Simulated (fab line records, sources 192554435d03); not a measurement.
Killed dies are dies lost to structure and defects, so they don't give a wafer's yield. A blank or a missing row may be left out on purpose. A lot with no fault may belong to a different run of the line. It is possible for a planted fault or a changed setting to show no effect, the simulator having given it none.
Matching of chambers	flow n5Finfet	N5_BEOL_M15_DESCUM_33 on rieDiel-01: 4 sister chambers
The step chemistry O2, time 7.9 s. 8 wafers are shown with their chamber, then 7 later ones without.

## WAFERS PAIRED WITH THEIR CHAMBERS
wafer	chamber	throttleValvePct (%)	drypumpMotorCurrentA (A)
L076.3	1	20.87	5.8
L078.1	0	20.11	5.9
L078.5	3	20.15	5.3
L081.1	1	20.91	5.7
L081.3	2	19.98	5.4
L081.6	2	19.98	5.4
L086.4	3	20.18	5.3
L086.5	0	20.13	5.9

## WAFERS WITH NO CHAMBER GIVEN
wafer	throttleValvePct (%)	drypumpMotorCurrentA (A)
L086.6	19.98	5.4
L087.1	19.98	5.4
L087.2	20.47	5.8
L087.5	19.98	5.4
L095.2	20.21	5.3
L095.3	20.16	5.9
L095.5	20.01	5.3

## WHICH CHAMBER EACH ONE RAN IN
wafer	from the rows above	in truth
L086.6	2	2
L087.1	2	2
L087.2	0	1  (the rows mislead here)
L087.5	2	2
L095.2	3	3
L095.3	0	0
L095.5	2	2
Correct placement for 6 of the 7. From these rows, 0 cannot be placed. 1 placed wrongly.
How it was worked out, from the rows above alone: a wafer's distance from a chamber is the root of the sum, over the readings, of the square of ((its reading less the chamber's mean) divided by the reading's scatter). If the next closest chamber is less than 2 further off than the closest, the wafer can't be placed; otherwise it belongs to the closest. Each chamber's mean is taken over the wafers shown for it. The scatter: take each reading less its chamber's mean, square it, sum over the shown wafers, divide by the number of wafers less the number of chambers, and take the root.
